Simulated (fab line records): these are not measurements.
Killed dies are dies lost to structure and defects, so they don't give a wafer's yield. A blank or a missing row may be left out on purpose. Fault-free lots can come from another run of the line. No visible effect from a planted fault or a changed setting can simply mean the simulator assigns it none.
fab line records | flow n5-finfet | part 1 of 2: steps 1 to 15 of 16
[record] lots = 6 wafers = 18 last-day = 19
route steps=1938 shown HKMG_FIN@395 BEOL_M4@1111 PASSIVATION@1936
lots untouched by any fault: they come from a run of this same line in which no faults occurred
start-h: hours from the record's opening day to when the first of the lot's shown wafers began | wait-h: hours elapsed since this lot's preceding step | " the same as in the row above | L1.1+2: a row that stands for several wafers | - no value, or no start given | * or withheld: withheld | < > ~ a bound
route shown NAME@n: a module of which the file shows steps, and the number in the route of the first | usual: mean/standard deviation taken from wafers without a fault | same: alike in all rows | chamber/n: place in a boat | sites: each site's reading | _std_site: how widely they spread, as a standard deviation | _edge_site: the outer-site mean with the inner-site mean subtracted | radius-mm: how far each site lies from the wafer's centre | mask NAME#n: copy n | behind: tool/chamber where the wafer was last shaped | hold: cause of the lot's hold/its duration in hours/its outcome | device: the n, p or np transistor that did not switch | end of line: at the end of the route, the tests of the same wafers | a step without rows: its recipe alone | killed: dies lost to structure and defects at the first sort, not the wafer's yield | map: a wafer's dies, marking killed ones x, the rest . and places with no die _
set.NAME: setting as actually run; set.NAME@STEP: the setting as run at that earlier step | model.NAME: the simulator's own value behind a step, which no gauge read
lots seen at some steps along the route; tables by step, rows by wafer
services: when a tool's chamber went out of use (start-h, in hours from the record's first day, below 0 if earlier), for how many hours, and the reason
[[steps]]
[step N5_HKMG_FIN_EXPOSE_46]
[recipe] mask-id = NDIPOLE na = 1.35 source-shape = conventional sigma-outer = 0.8 polarization = unpolarized dose-mj = 40
[step N5_HKMG_FIN_PEB_47]
[recipe] peb-temp-c = withheld peb-time-s = 60 resist = CAR-ArF
[step N5_HKMG_FIN_DEVELOP_48]
[recipe] develop-time-s = 30 developer = TMAH resist = CAR-ArF rinse-liquid = diw dry = air-spin dev-temp-c = 23
[step N5_HKMG_FIN_CD_MEAS_49]
[recipe] target-cd-nm = 202 landing-energy-ev = 500 detector = se-inlens polarity = opening
[usual] cd-nm = 202.4/0.69
// columns lot.wafer tool chamber start-h wait-h cd-nm
L128.2 cd-sem-03 0 90.99 - 202.8
L128.3 " 0 " " 202.2
L128.4 " 0 " " 201.9
L134.1 cd-sem-03 0 124.01 - 203.2
L134.2 " 0 " " 203.0
L134.4 " 0 " " 202.7
L138.4 cd-sem-03 0 172.08 - 202.5
L138.5 " 0 " " 203.1
L138.6 " 0 " " 202.5
L137.1 cd-sem-01 0 174.80 - 202.5
L137.2 " 0 " " 202.0
L137.5 " 0 " " 201.6
L139.2 cd-sem-03 0 175.00 - 202.5
L139.3 " 0 " " 202.3
L139.5 " 0 " " 202.8
L147.2 cd-sem-03 0 215.86 - 202.2
L147.4 " 0 " " 202.6
L147.5 " 0 " " 202.3
[step N5_HKMG_FIN_OVL_MEAS_50]
[recipe] points-per-wafer = 44
[usual] NDIPOLE_OVL = 0.0/0.71
// columns lot.wafer tool chamber start-h wait-h NDIPOLE_OVL[nm]
L128.2 overlay-02 0 91.02 0.0 -0.1
L128.3 " 0 " " -0.9
L128.4 " 0 " " -0.8
L134.1 overlay-02 0 124.04 0.0 -0.6
L134.2 " 0 " " -0.3
L134.4 " 0 " " -1.1
L138.4 overlay-02 0 172.11 0.0 -1.2
L138.5 " 0 " " -0.9
L138.6 " 0 " " -1.1
L137.1 overlay-01 0 174.83 0.0 -0.6
L137.2 " 0 " " -0.3
L137.5 " 0 " " 0.1
L139.2 overlay-02 0 175.03 0.0 -0.5
L139.3 " 0 " " 0.1
L139.5 " 0 " " 0.0
L147.2 overlay-01 0 215.89 0.0 0.2
L147.4 " 0 " " -0.2
L147.5 " 0 " " 0.1
[step N5_HKMG_FIN_INSPECT_61]
[recipe] mode = adi inspect-instrument = macro
[usual] raw-defect-count = 2.3/1.6
// columns lot.wafer tool chamber start-h wait-h raw-defect-count
L128.2 defect-inspect-01 - 91.04 0.0 0
L128.3 " - " " 3
L128.4 " - " " 4
L134.1 defect-inspect-01 - 124.06 0.0 6
L134.2 " - " " 3
L134.4 " - " " 2
L138.4 defect-inspect-02 - 172.14 0.0 3
L138.5 " - " " 1
L138.6 " - " " 0
L137.1 defect-inspect-01 - 174.85 0.0 0
L137.2 " - " " 0
L137.5 " - " " 0
L139.2 defect-inspect-01 - 175.05 0.0 2
L139.3 " - " " 2
L139.5 " - " " 2
L147.2 defect-inspect-02 - 215.91 0.0 1
L147.4 " - " " 0
L147.5 " - " " 1
[step N5_HKMG_FIN_DESCUM_53]
[recipe] chemistry = O2 time-s = 7.9 source-power-w = 50 bias-power-w = 20 pressure-mtorr = 20 rf-frequency-hz = 2.712e+07 temp-c = 40 resist = CAR-ArF o2-flow-sccm = 225
[usual] drypump-motor-current-A = 5.6/0.48 oes-product-au = 0.79/0.083 rf-fwd-power-W = 49.42/0.26 rf-vpp-V = 243.5/1.4 showerhead-plenum-p-Torr = 2.11/0.076 throttle-valve-pct = 20.42/0.26
// columns lot.wafer tool chamber start-h wait-h drypump-motor-current-A oes-product-au rf-fwd-power-W rf-hours-counter-h rf-vpp-V showerhead-plenum-p-Torr throttle-valve-pct
L128.2 rie-diel-04 1 91.08 0.0 5.9 0.75 49.70 146 244.6 2.17 20.09
L128.3 " 2 " " 5.8 0.83 49.04 59 244.6 2.13 20.52
L128.4 " 0 " " 4.8 0.87 49.85 45 241.7 2.12 20.08
L134.1 rie-diel-05 3 124.10 0.0 5.6 0.69 49.61 204 244.6 2.16 20.76
L134.2 " 0 " " 6.4 0.76 49.39 148 242.2 2.00 20.34
L134.4 " 0 " " 6.5 0.77 49.25 - 243.3 2.00 20.33
L138.4 rie-diel-04 0 172.17 0.0 4.7 0.84 49.63 73 244.2 2.11 20.13
L138.5 " 1 " " 5.9 0.73 49.65 - 245.7 2.16 20.12
L138.6 " 2 " " 5.8 0.80 49.04 - 243.2 2.12 20.56
L137.1 rie-diel-06 3 174.88 0.0 6.0 0.79 49.47 118 245.2 2.22 20.71
L137.2 " 0 " " 5.8 0.93 48.84 24 245.3 2.21 20.30
L137.5 " 1 " " 5.8 0.76 49.42 - 241.7 2.01 20.48
L139.2 rie-diel-05 0 175.41 0.4 6.5 0.76 49.29 161 241.2 2.00 20.37
L139.3 " 1 " " 5.2 0.70 49.75 247 244.9 2.16 20.89
L139.5 " 2 " " 5.2 0.95 49.06 - 246.7 2.22 19.96
L147.2 rie-diel-04 0 215.95 0.0 4.7 0.82 49.71 89 244.1 2.10 20.16
L147.4 " 3 " " 5.8 0.75 49.74 166 242.1 2.00 20.61
L147.5 " 1 " " 5.9 0.72 49.55 - 243.1 2.16 20.15
[step N5_HKMG_FIN_ETCH_54]
[recipe] chemistry = CF4 target = SiARC target-depth-a = 455 mask-material = CAR-ArF time-s = 75.8 ion-energy-ev = 80 pressure-mtorr = 40 source-w = 545 bias-w = 36 Ar_flow_sccm = 100 cf4-flow-sccm = 100 ends = cleared
[usual] drypump-motor-current-A = 5.6/0.47 etch-rf-on-time-s = 75.1/1.8 oes-product-au = 0.68/0.07 rf-fwd-power-W = 539.4/2.5 rf-vpp-V = 184.2/1.2 showerhead-plenum-p-Torr = 2.16/0.071 throttle-valve-pct = 15.60/0.22
// columns lot.wafer tool chamber start-h wait-h drypump-motor-current-A etch-rf-on-time-s oes-product-au rf-fwd-power-W rf-hours-counter-h rf-vpp-V showerhead-plenum-p-Torr throttle-valve-pct
L128.2 rie-diel-04 1 91.11 0.0 5.9 75.9 0.64 539.9 146 185.0 2.22 15.34
L128.3 " 2 " " 5.8 73.6 0.73 537.9 59 184.9 2.17 15.58
L128.4 " 0 " " 4.7 76.8 0.73 543.5 45 184.8 2.18 15.30
L134.1 rie-diel-05 3 124.13 0.0 5.5 76.7 0.60 539.1 204 184.5 2.20 15.94
L134.2 " 0 " " 6.4 78.9 0.65 538.8 148 181.6 2.06 15.55
L134.4 " 0 " " 6.4 77.8 0.64 541.2 - 181.9 2.06 15.57
L138.4 rie-diel-04 0 172.20 0.0 4.7 76.4 0.70 539.9 73 182.6 2.17 15.36
L138.5 " 1 " " 5.9 75.0 0.64 537.9 - 184.8 2.21 15.40
L138.6 " 2 " " 5.8 73.6 0.70 534.7 - 185.0 2.16 15.64
L137.1 rie-diel-06 3 174.92 0.0 6.0 74.7 0.67 536.2 118 184.4 2.24 15.67
L137.2 " 0 " " 5.8 73.6 0.80 536.9 24 186.9 2.29 15.65
L137.5 " 1 " " 5.8 77.7 0.65 541.3 - 184.5 2.07 15.68
L139.2 rie-diel-05 0 175.45 0.0 6.4 78.5 0.63 539.6 161 183.0 2.05 15.57
L139.3 " 1 " " 5.1 76.5 0.59 542.1 247 184.2 2.20 16.01
L139.5 " 2 " " 5.2 74.3 0.81 536.5 - 185.1 2.27 15.21
L147.2 rie-diel-04 0 215.98 0.0 4.8 76.0 0.70 545.5 89 184.2 2.16 15.38
L147.4 " 3 " " 5.8 73.2 0.67 540.6 166 181.2 2.06 15.86
L147.5 " 1 " " 6.0 74.7 0.63 542.2 - 185.2 2.20 15.42
[step N5_HKMG_FIN_ETCH_55]
[recipe] chemistry = N2/H2 target = SOC target-depth-a = 2400 temp-c = 40 time-s = 300 ion-energy-ev = 200 mask-material = SiARC pressure-mtorr = 30 source-w = 840 bias-w = 150 n2-flow-sccm = 200 h2-flow-sccm = 200
[usual] drypump-motor-current-A = 5.6/0.48 oes-product-au = 0.80/0.08 rf-fwd-power-W = 837.9/2.7 rf-vpp-V = 524.6/2.6 showerhead-plenum-p-Torr = 2.56/0.091 throttle-valve-pct = 17.79/0.21
// columns lot.wafer tool chamber start-h wait-h drypump-motor-current-A oes-product-au rf-fwd-power-W rf-hours-counter-h rf-vpp-V showerhead-plenum-p-Torr throttle-valve-pct
L128.2 rie-diel-04 1 91.17 0.0 6.0 0.78 844.6 146 527.3 2.64 17.61
L128.3 " 2 " " 5.8 0.86 837.9 59 525.6 2.60 18.03
L128.4 " 0 " " 4.7 0.88 842.8 46 525.0 2.57 17.56
L134.1 rie-diel-05 3 124.19 0.0 5.5 0.70 841.3 205 526.2 2.61 17.97
L134.2 " 0 " " 6.4 0.75 833.8 148 520.3 2.44 17.74
L134.4 " 0 " " 6.5 0.75 834.9 - 521.9 2.44 17.74
L138.4 rie-diel-04 0 172.26 0.0 4.8 0.82 838.5 73 525.2 2.56 17.63
L138.5 " 1 " " 5.9 0.75 838.5 - 525.8 2.63 17.62
L138.6 " 2 " " 5.8 0.82 838.5 - 524.3 2.59 18.04
L137.1 rie-diel-06 3 174.98 0.0 6.0 0.78 838.4 118 529.0 2.67 17.89
L137.2 " 0 " " 5.8 0.93 836.6 24 528.4 2.72 17.93
L137.5 " 1 " " 5.8 0.77 834.4 - 521.6 2.45 17.85
L139.2 rie-diel-05 0 175.50 0.0 6.5 0.74 840.4 161 521.4 2.44 17.75
L139.3 " 1 " " 5.1 0.70 837.8 247 528.1 2.60 18.08
L139.5 " 2 " " 5.2 0.95 838.1 - 528.9 2.69 17.23
L147.2 rie-diel-04 0 216.04 0.0 4.8 0.82 842.1 89 523.6 2.55 17.65
L147.4 " 3 " " 5.8 0.77 837.4 166 522.0 2.42 17.90
L147.5 " 1 " " 5.9 0.73 842.5 - 526.8 2.62 17.68
[step N5_HKMG_FIN_STRIP_56]
[recipe] chemistry = N2/H2 temp-c = 40 n2-flow-sccm = 200 h2-flow-sccm = 200 rf-frequency-hz = 6e+07
[step N5_HKMG_FIN_STRIP_57]
[recipe] chemistry = CF4 resist = SiARC power-w = 300 bias-power-w = 75 pressure-mtorr = 50 cf4-flow-sccm = 150 rf-frequency-hz = 6e+07
[usual] bias-power-w = 75.02/0.24 cf4-flow-sccm = 150.1/0.46 drypump-motor-current-A = 5.6/0.48 oes-product-au = 0.78/0.073 rf-fwd-power-W = 294.1/1.6 rf-vpp-V = 271.4/1.5 showerhead-plenum-p-Torr = 1.81/0.061 throttle-valve-pct = 13.58/0.22
// columns lot.wafer tool chamber start-h wait-h bias-power-w cf4-flow-sccm drypump-motor-current-A oes-product-au rf-fwd-power-W rf-hours-counter-h rf-vpp-V showerhead-plenum-p-Torr throttle-valve-pct
L128.2 rie-diel-04 1 91.36 0.0 75.00 150.9 6.0 0.75 295.3 146 272.4 1.86 13.34
L128.3 " 2 " " 75.02 149.8 5.8 0.82 291.4 60 272.8 1.81 13.49
L128.4 " 0 " " 75.25 149.9 4.7 0.85 296.3 46 272.7 1.82 13.24
L134.1 rie-diel-05 3 124.38 0.0 74.67 150.3 5.5 0.70 295.2 205 273.8 1.86 13.97
L134.2 " 0 " " 74.91 149.7 6.5 0.76 - 148 269.6 1.72 13.52
L134.4 " 0 " " 74.81 149.8 6.4 0.76 - - 270.0 1.72 13.50
L138.4 rie-diel-04 0 172.45 0.0 75.21 150.0 4.7 0.82 297.5 73 271.6 1.81 13.31
L138.5 " 1 " " 75.48 149.6 5.9 0.74 295.7 - 272.2 1.85 13.40
L138.6 " 2 " " 75.01 150.3 5.8 0.80 291.7 - 270.2 1.80 13.56
L137.1 rie-diel-06 3 175.17 0.0 74.95 149.6 6.0 0.77 292.1 118 272.7 1.87 13.62
L137.2 " 0 " " 74.98 150.2 5.8 0.91 291.2 24 272.3 1.92 13.58
L137.5 " 1 " " 75.09 150.8 5.8 0.76 291.9 - 269.2 1.73 13.64
L139.2 rie-diel-05 0 175.69 0.0 75.18 149.3 6.4 0.75 - 161 269.3 1.71 13.54
L139.3 " 1 " " 75.08 150.6 5.1 0.68 294.2 247 272.9 1.83 13.95
L139.5 " 2 " " 75.34 149.5 5.2 0.92 292.5 - 273.4 1.91 13.22
L147.2 rie-diel-04 0 216.23 0.0 74.92 150.0 4.8 0.80 295.5 89 270.2 1.81 13.34
L147.4 " 3 " " 75.13 149.3 5.8 0.74 295.1 166 269.1 1.73 13.83
L147.5 " 1 " " 75.44 149.6 5.9 0.72 295.8 - 272.3 1.85 13.43
[step N5_HKMG_FIN_ETCH_58]
[recipe] chemistry = N2/H2 target = SOC target-depth-a = 2158 ion-energy-ev = 50 bias-w = 13 time-s = 741 pressure-mtorr = 30 source-w = 875 n2-flow-sccm = 200 h2-flow-sccm = 200
[usual] drypump-motor-current-A = 5.6/0.48 oes-product-au = 0.80/0.081 rf-fwd-power-W = 874.6/2.7 rf-vpp-V = 99.2/0.99 showerhead-plenum-p-Torr = 2.56/0.091 throttle-valve-pct = 17.75/0.2
// columns lot.wafer tool chamber start-h wait-h drypump-motor-current-A oes-product-au rf-fwd-power-W rf-hours-counter-h rf-vpp-V showerhead-plenum-p-Torr throttle-valve-pct
L128.2 rie-diel-04 1 91.38 0.0 5.9 0.76 874.5 147 100.2 2.64 17.55
L128.3 " 2 " " 5.8 0.85 876.6 60 99.0 2.60 17.98
L128.4 " 0 " " 4.8 0.87 875.1 46 100.9 2.57 17.52
L134.1 rie-diel-05 3 124.40 0.0 5.5 0.70 873.3 205 99.4 2.61 17.94
L134.2 " 0 " " 6.5 0.74 869.2 148 98.2 2.44 17.71
L134.4 " 0 " " 6.4 0.74 874.5 - 96.9 2.44 17.70
L138.4 rie-diel-04 0 172.47 0.0 4.8 0.82 873.4 73 99.2 2.56 17.60
L138.5 " 1 " " 5.9 0.74 873.6 - 98.7 2.63 17.58
L138.6 " 2 " " 5.8 0.82 873.8 - 98.2 2.59 18.00
L137.1 rie-diel-06 3 175.19 0.0 6.0 0.80 877.3 118 100.0 2.67 17.84
L137.2 " 0 " " 5.8 0.93 871.2 24 99.9 2.72 17.88
L137.5 " 1 " " 5.8 0.76 876.5 - 97.1 2.45 17.82
L139.2 rie-diel-05 0 175.71 0.0 6.4 0.74 874.5 161 97.7 2.44 17.69
L139.3 " 1 " " 5.1 0.69 877.7 247 100.0 2.60 18.04
L139.5 " 2 " " 5.2 0.95 872.4 - 101.8 2.69 17.15
L147.2 rie-diel-04 0 216.25 0.0 4.7 0.82 875.9 89 98.7 2.55 17.62
L147.4 " 3 " " 5.8 0.78 874.3 166 98.4 2.42 17.84
L147.5 " 1 " " 5.9 0.74 875.5 - 99.4 2.62 17.62
[step N5_HKMG_FIN_STRIP_93]
[recipe] chemistry = N2/H2 material = SOC time-s = 20 power-w = 500 temp-c = 40 pressure-mtorr = 50 rf-frequency-hz = 6e+07 bias-power-w = 8 h2-frac = 0.5 n2-flow-sccm = 300 h2-flow-sccm = 300
[usual] bias-power-w = 7.998/0.023 chamber-pressure-mTorr = 50.00/0.048 drypump-motor-current-A = 5.6/0.48 oes-product-au = 0.79/0.082 rf-fwd-power-W = 496.4/1.9 rf-vpp-V = 54.3/0.97 showerhead-plenum-p-Torr = 3.39/0.12 throttle-valve-pct = 18.9/0.31
// columns lot.wafer tool chamber start-h wait-h bias-power-w chamber-pressure-mTorr drypump-motor-current-A oes-product-au rf-fwd-power-W rf-hours-counter-h rf-vpp-V showerhead-plenum-p-Torr throttle-valve-pct model.SOC_of_HKMG_FIN_COAT_41.thk-nm
L128.2 rie-diel-04 1 91.80 0.2 8.025 49.95 6.0 0.76 496.9 147 54.3 3.49 18.9 70.6
L128.3 " 2 " " 7.996 50.04 5.8 0.85 495.1 60 54.6 3.43 19.4 65.8
L128.4 " 0 " " 7.983 50.02 4.7 0.85 499.9 46 52.4 3.40 19.1 73.4
L134.1 rie-diel-05 3 124.82 0.2 7.995 49.91 5.6 0.70 496.6 205 53.4 3.44 18.9 77.6
L134.2 " 0 " " 7.997 50.01 6.5 0.75 495.0 149 54.2 3.23 18.7 82.6
L134.4 " 0 " " 7.967 49.97 6.4 0.75 494.0 - 53.7 3.23 18.7 83.4
L138.4 rie-diel-04 0 172.90 0.2 - - - - - - - - - 86.4
L138.5 " 1 " " - - - - - - - - - 84
L138.6 " 2 " " - - - - - - - - - 77.4
L137.1 rie-diel-06 3 175.61 0.2 - - - - - - - - - 80.8
L137.2 " 0 " " - - - - - - - - - 78.2
L137.5 " 1 " " - - - - - - - - - 89.2
L139.2 rie-diel-05 0 176.14 0.2 7.975 49.91 6.5 0.74 497.9 161 54.1 3.23 18.7 81
L139.3 " 1 " " 7.965 50.00 5.2 0.69 499.1 247 52.6 3.43 18.9 74.4
L139.5 " 2 " " 8.001 49.99 5.2 0.94 494.8 - 55.0 3.54 18.0 68.6
L147.2 rie-diel-04 0 216.68 0.2 7.973 50.07 4.8 0.81 497.2 89 55.4 3.37 19.1 71.4
L147.4 " 3 " " 7.983 49.97 5.8 0.77 496.7 167 54.5 3.20 18.8 66.2
L147.5 " 1 " " 7.977 49.97 5.9 0.73 497.8 - 56.0 3.46 19.0 68.2
[step N5_HKMG_FIN_WET_ETCH_76]
[recipe] chemistry = dNH4OH mix = 1:50 temp-c = 25 target = Al2O3 stop-on = La2O3 target-depth-nm = 2.25 dry = ipa-marangoni rinse-time-s = 30 rinse-temp-c = 23
[step N5_BEOL_M4_RC_MEAS_101]
[usual] DIBL_N = 37.2/2.1 DIBL_P = 37.3/2.3 IOFF_N = 0.18/0.041 IOFF_P = 0.24/0.042 ION_N = 680/13 ION_P = 466/7.7 SS_N = 71.8/0.68 SS_P = 73.5/0.66 VT_N = 249/3.6 VT_P = -248/3.4
// columns lot.wafer tool chamber start-h wait-h DIBL_N[mV/V] DIBL_P[mV/V] IOFF_N[nA/um] IOFF_P[nA/um] ION_N[uA/um] ION_P[uA/um] SS_N[mV/dec] SS_P[mV/dec] VT_N[mV] VT_P[mV]
L128.2 prober-01 0 193.39 0.2 37.7 37.8 0.20 0.23 693 469 72.1 73.6 244 -249
L128.3 " 0 " " 40.1 40.1 0.26 0.28 705 475 72.5 74.2 242 -248
L128.4 " 0 " " 39.1 39.1 0.22 0.27 706 476 72.3 74.0 244 -246
L134.1 prober-02 0 228.02 0.0 34.0 34.7 0.15 0.24 676 473 71.2 73.5 250 -245
L134.2 " 0 " " 34.9 35.6 0.17 0.26 680 474 72.8 73.0 248 -242
L134.4 " 0 " " 30.1 30.5 0.09 0.19 659 472 70.6 72.4 255 -246
L138.4 prober-02 0 255.43 0.5 36.2 35.6 0.15 0.21 671 463 72.3 73.4 251 -248
L138.5 " 0 " " 37.8 38.7 0.18 0.26 669 460 72.3 73.7 249 -249
L138.6 " 0 " " 37.8 37.5 0.19 0.25 670 458 73.3 73.5 251 -247
L137.1 prober-01 0 261.95 0.2 41.1 41.6 0.26 0.31 694 466 72.6 74.0 240 -247
L137.2 " 0 " " 41.0 41.4 0.24 0.31 696 473 72.6 75.2 244 -246
L137.5 " 0 " " 39.7 39.4 0.22 0.27 696 471 72.9 74.5 244 -249
L139.2 prober-01 0 269.08 0.2 40.9 40.6 0.24 0.29 691 467 72.1 74.9 246 -245
L139.3 " 0 " " 40.5 40.3 0.23 0.29 693 465 72.2 74.2 245 -243
L139.5 " 0 " " 39.7 39.7 0.21 0.26 678 462 72.4 73.8 249 -246
L147.2 prober-01 0 332.52 0.2 35.1 36.0 0.14 0.21 669 468 71.3 73.0 255 -251
L147.4 " 0 " " 35.4 37.4 0.15 0.25 672 469 71.0 72.8 251 -246
L147.5 " 0 " " 34.0 35.7 0.14 0.21 669 464 70.7 72.6 254 -249
[[key]]
[first-sign] step = N5_HKMG_FIN_STRIP_93 reading = tool-record direction = missing
effect none on later readings
[model-effect] step = N5_HKMG_FIN_STRIP_93 value = SOC_of_HKMG_FIN_COAT_41.thk-nm without = 72.43 struck = 82.67
met-at N5_HKMG_FIN_STRIP_93
struck-wafers L137.1,L137.2,L137.5,L138.4,L138.5,L138.6
onset-between 91.80 172.90
[fault] kind = skipped-step-whole tool = rie-diel-04,rie-diel-06 chamber = - onset-h = 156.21 steps = N5_HKMG_FIN_STRIP_93 scope = struck-lots-only
